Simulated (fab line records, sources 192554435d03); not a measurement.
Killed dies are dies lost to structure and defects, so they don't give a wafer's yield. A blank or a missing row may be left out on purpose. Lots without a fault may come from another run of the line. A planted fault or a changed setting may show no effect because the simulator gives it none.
Which tool did it? | flow n5_finfet | 10 lots, 28 wafers sampled, at 5 steps of a route of 1938

WHAT THE GAUGES READ, wafer by wafer
N5_HKMG_FIN_OVL_MEAS_13. Usual: NWFM_OVL -0.1 nm, standard deviation 0.74.
lot  | measured    | on         | NWFM_OVL (nm) | flag
L333 | day 4 05:59 | overlay-02 | 0.0 0.8 -0.4  |
L337 | day 5 03:53 | overlay-02 | 0.0 0.2 0.3   |
L339 | day 5 17:58 | overlay-02 | 0.0 0.0 0.2   |
L347 | day 7 16:48 | overlay-01 | -0.4 0.1 0.6  |
L346 | day 7 17:24 | overlay-02 | 0.0 0.3 -0.4  |
L348 | day 8 05:42 | overlay-01 | -0.9 0.9 0.8  |
L350 | day 8 16:01 | overlay-02 | 0.8 -0.2 -0.5 |
L351 | day 8 20:56 | overlay-02 | -0.1 0.7      |
L352 | day 8 23:31 | overlay-02 | -1.4 -1.0     |
L353 | day 9 07:46 | overlay-02 | 0.4 0.7 -0.2  |

N5_BEOL_M4_RC_MEAS_101. Usual: DIBL_N 36.1 mV/V, standard deviation 2; DIBL_P 36.3 mV/V, standard deviation 2.4; IOFF_N 0.15 nA/um, standard deviation 0.035; IOFF_P 0.21 nA/um, standard deviation 0.039; ION_N 672 uA/um, standard deviation 15; ION_P 463 uA/um, standard deviation 9.7; SS_N 71.5 mV/dec, standard deviation 0.7; SS_P 73.2 mV/dec, standard deviation 0.75; VT_N 251 mV, standard deviation 3.6; VT_P -250 mV, standard deviation 3.8.
lot  | measured     | on        | DIBL_N (mV/V)  | DIBL_P (mV/V)  | IOFF_N (nA/um) | IOFF_P (nA/um) | ION_N (uA/um) | ION_P (uA/um) | SS_N (mV/dec)  | SS_P (mV/dec)  | VT_N (mV)   | VT_P (mV)      | flag
L333 | day 8 06:25  | prober-01 | 33.8 35.8 36.9 | 33.2 36.5 37.2 | 0.12 0.14 0.15 | 0.18 0.22 0.24 | 676 670 669   | 466 468 466   | 70.3 71.2 71.5 | 72.8 73.4 73.8 | 255 252 253 | -252 -247 -248 |
L337 | day 9 04:03  | prober-01 | 34.1 37.2 35.7 | 36.1 39.6 36.1 | 0.14 0.17 0.15 | 0.20 0.26 0.19 | 670 664 660   | 461 463 458   | 71.1 71.7 72.0 | 72.7 73.7 72.8 | 248 250 251 | -250 -250 -252 |
L339 | day 9 14:43  | prober-02 | 39.7 37.9 37.7 | 39.7 38.4 38.9 | 0.20 0.16 0.17 | 0.22 0.20 0.20 | 671 676 669   | 456 462 453   | 72.8 72.7 72.5 | 74.2 73.3 73.7 | 247 250 249 | -252 -257 -253 |
L346 | day 11 12:34 | prober-01 | 37.1           | 37.9           | 0.18           | 0.26           | 684           | 473           | 71.4           | 73.8           | 249         | -247           |
L348 | day 11 23:55 | prober-01 | 35.3 39.3 34.5 | 35.0 39.7 34.1 | 0.14 0.23 0.14 | 0.22 0.30 0.21 | 673 675 684   | 471 467 477   | 71.3 72.1 70.8 | 72.7 73.5 72.3 | 249 247 248 | -248 -242 -248 |
L350 | day 12 15:20 | prober-02 | 37.7 36.5 33.0 | 37.9 36.8 32.1 | 0.17 0.17 0.10 | 0.25 0.25 0.16 | 685 682 655   | 477 478 458   | 72.1 71.6 70.3 | 73.7 73.6 71.6 | 249 249 259 | -248 -247 -254 |
L351 | day 12 20:33 | prober-02 | 40.0 42.3      | 41.2 42.9      | 0.21 0.26      | 0.27 0.31      | 683 692       | 461 468       | 72.2 73.1      | 74.7 75.0      | 249 243     | -249 -245      |
L352 | day 12 20:45 | prober-01 | 36.2 37.4      | 37.2 38.7      | 0.15 0.18      | 0.19 0.21      | 660 691       | 455 469       | 71.9 71.7      | 73.4 73.3      | 251 248     | -253 -250      |
L353 | day 12 23:37 | prober-02 | 36.1 34.5 33.7 | 38.5 35.5 33.6 | 0.17 0.14 0.12 | 0.24 0.20 0.17 | 673 666 662   | 474 462 456   | 71.7 72.0 71.0 | 74.1 73.4 72.7 | 250 250 252 | -250 -251 -255 |

WHICH TOOL RAN EACH LOT (tool, then ch and the chambers of the sampled wafers, then the start)
lot  | N5_HKMG_FIN_ETCH_31               | N5_HKMG_FIN_NWFM_ALD_20            | N5_HKMG_FIN_STRIP_69
L333 | rie_diel-05 ch 0,1, day 4 06:05   | ald_metal-01 ch 0,2,3, day 4 08:00 | plasma_asher-01 ch 0,1, day 4 08:53
L337 | rie_diel-04 ch 0,1,2, day 5 03:59 | ald_metal-04 ch 1,2,3, day 5 05:58 | plasma_asher-02 ch 0,1, day 5 06:49
L339 | rie_diel-01 ch 0,2,3, day 5 18:04 | ald_metal-01 ch 0,1,3, day 5 19:59 | plasma_asher-02 ch 0,1, day 5 20:54
L347 | rie_diel-01 ch 1,2, day 7 16:53   | ald_metal-04 ch 1,2,3, day 7 18:49 | plasma_asher-02 ch 0,1, day 7 19:38
L346 | rie_diel-04 ch 0,1,2, day 7 17:30 | ald_metal-03 ch 1,2,3, day 7 19:31 | plasma_asher-01 ch 0,1, day 7 20:22
L348 | rie_diel-05 ch 0,2,3, day 8 05:56 | ald_metal-03 ch 0,2, day 8 07:53   | plasma_asher-01 ch 0,1, day 8 08:42
L350 | rie_diel-01 ch 1,2,3, day 8 16:07 | ald_metal-01 ch 0,1, day 8 18:08   | plasma_asher-01 ch 0,1, day 8 19:08
L351 | rie_diel-01 ch 0,2, day 8 21:02   | ald_metal-03 ch 0, day 8 22:58     | plasma_asher-02 ch 0,1, day 8 23:46
L352 | rie_diel-05 ch 1,3, day 8 23:37   | ald_metal-01 ch 0,1, day 9 01:32   | plasma_asher-01 ch 0,1, day 9 02:20
L353 | rie_diel-04 ch 2,3, day 9 07:53   | ald_metal-01 ch 0,1,2, day 9 10:06 | plasma_asher-02 ch 0,1, day 9 10:59
- N5_HKMG_FIN_ETCH_31: etches SiARC in CF4, target depth 45.5 nm, time 75.8 s.
- N5_HKMG_FIN_NWFM_ALD_20: deposits TiAlC, target thk 2 nm, pulse time 3 s, purge time 2 s.
- N5_HKMG_FIN_STRIP_69: strips in N2/H2, time 360 s.

WHAT THE TOOLS THEMSELVES READ (means of the sampled wafers that have a number; where no wafer has one, the mark that the record gives instead)
N5_HKMG_FIN_ETCH_31. Usual: drypump_motor_current_A 5.5 A, standard deviation 0.37; etch_rf_on_time_s 76 s, standard deviation 3.1; oes_product_au 0.68 a.u., standard deviation 0.079; rf_vpp_V 184.0 V, standard deviation 1.3; showerhead_plenum_p_Torr 2.13 Torr, standard deviation 0.076; throttle_valve_pct 15.59 %, standard deviation 0.29.
lot  | tool        | drypump_motor_current_A (A) | etch_rf_on_time_s (s) | oes_product_au (a.u.) | rf_vpp_V (V) | showerhead_plenum_p_Torr (Torr) | throttle_valve_pct (%) | flag
L333 | rie_diel-05 | 5.4                         | 78                    | 0.68                  | 183.4        | 2.09                            | 15.46                  |
L337 | rie_diel-04 | 5.8                         | 80                    | 0.59                  | 184.6        | 2.15                            | 15.80                  |
L339 | rie_diel-01 | 5.8                         | 76                    | 0.72                  | 184.4        | 2.16                            | 15.48                  |
L347 | rie_diel-01 | 5.3                         | 76                    | 0.67                  | 184.0        | 2.14                            | 15.60                  |
L346 | rie_diel-04 | 5.8                         | 78                    | 0.67                  | 184.3        | 2.14                            | 15.67                  |
L348 | rie_diel-05 | 5.2                         | 74                    | 0.63                  | 182.8        | 2.08                            | 15.86                  |
L350 | rie_diel-01 | 5.5                         | 76                    | 0.66                  | 184.9        | 2.17                            | 15.62                  |
L351 | rie_diel-01 | 5.7                         | 76                    | 0.74                  | 183.6        | 2.13                            | 15.43                  |
L352 | rie_diel-05 | 5.3                         | 76                    | 0.64                  | 183.4        | 2.14                            | 15.56                  |
L353 | rie_diel-04 | 5.4                         | 77                    | 0.65                  | 184.7        | 2.19                            | 15.72                  |

N5_HKMG_FIN_NWFM_ALD_20. Usual: heater_power_w 500 W, standard deviation 85; precursor_pulse_height_rel 1.000, standard deviation 0.021.
lot  | tool         | heater_power_w (W) | precursor_pulse_height_rel | flag
L333 | ald_metal-01 | 431                | 1.005                      |
L337 | ald_metal-04 | 529                | 1.015                      |
L339 | ald_metal-01 | 484                | 0.998                      |
L347 | ald_metal-04 | 531                | 1.008                      |
L346 | ald_metal-03 | 461                | 1.003                      |
L348 | ald_metal-03 | 546                | 1.002                      |
L350 | ald_metal-01 | 495                | 0.984                      |
L351 | ald_metal-03 | 592                | 1.006                      |
L352 | ald_metal-01 | 547                | 1.010                      |
L353 | ald_metal-01 | 508                | 0.987                      |

N5_HKMG_FIN_STRIP_69. Usual: drypump_motor_current_A 5.9 A, standard deviation 0.79; h2_flow_sccm 3248 sccm, standard deviation 9.3; heater_power_w 457 W, standard deviation 17; n2_flow_sccm 1750 sccm, standard deviation 6.
lot  | tool            | drypump_motor_current_A (A) | h2_flow_sccm (sccm) | heater_power_w (W) | n2_flow_sccm (sccm) | flag
L333 | plasma_asher-01 | 6.2                         | 3245                | 465                | 1750                |
L337 | plasma_asher-02 | 5.4                         | 3256                | 440                | 1751                |
L339 | plasma_asher-02 | 6.1                         | 3253                | 450                | 1751                |
L347 | plasma_asher-02 | -                           | -                   | -                  | -                   | OFF
L346 | plasma_asher-01 | -                           | -                   | -                  | -                   | OFF
L348 | plasma_asher-01 | 5.8                         | 3256                | 470                | 1751                |
L350 | plasma_asher-01 | 5.8                         | 3249                | 466                | 1754                |
L351 | plasma_asher-02 | 5.8                         | 3255                | 450                | 1747                |
L352 | plasma_asher-01 | 6.0                         | 3254                | 465                | 1750                |
L353 | plasma_asher-02 | 6.1                         | 3241                | 449                | 1750                |

THE ANSWER, worked out from the rows above alone
Rule: a lot is off if the mean of its wafers that have a number lies more than 3 standard deviations from the usual mean. A lot without any number at a reading at which 4 lots or more have one is off too. The other lots that the step has rows for count as sound. The gauges are gone through in route order, then the tools' own readings, and for those a lot's mean is taken as printed above. The first step at which some lot is off is used, and at that step the reading that is off furthest; a lot without a number counts as furthest.
Off: L347, L346, at N5_HKMG_FIN_STRIP_69 (drypump_motor_current_A). Without a number there: L347, L346.
A tool fits if, at that step or a process step before it, it ran every lot that is off, and no sound lot after the first of them. None of those tried fits.

WHAT THE SIMULATOR HAD PUT IN
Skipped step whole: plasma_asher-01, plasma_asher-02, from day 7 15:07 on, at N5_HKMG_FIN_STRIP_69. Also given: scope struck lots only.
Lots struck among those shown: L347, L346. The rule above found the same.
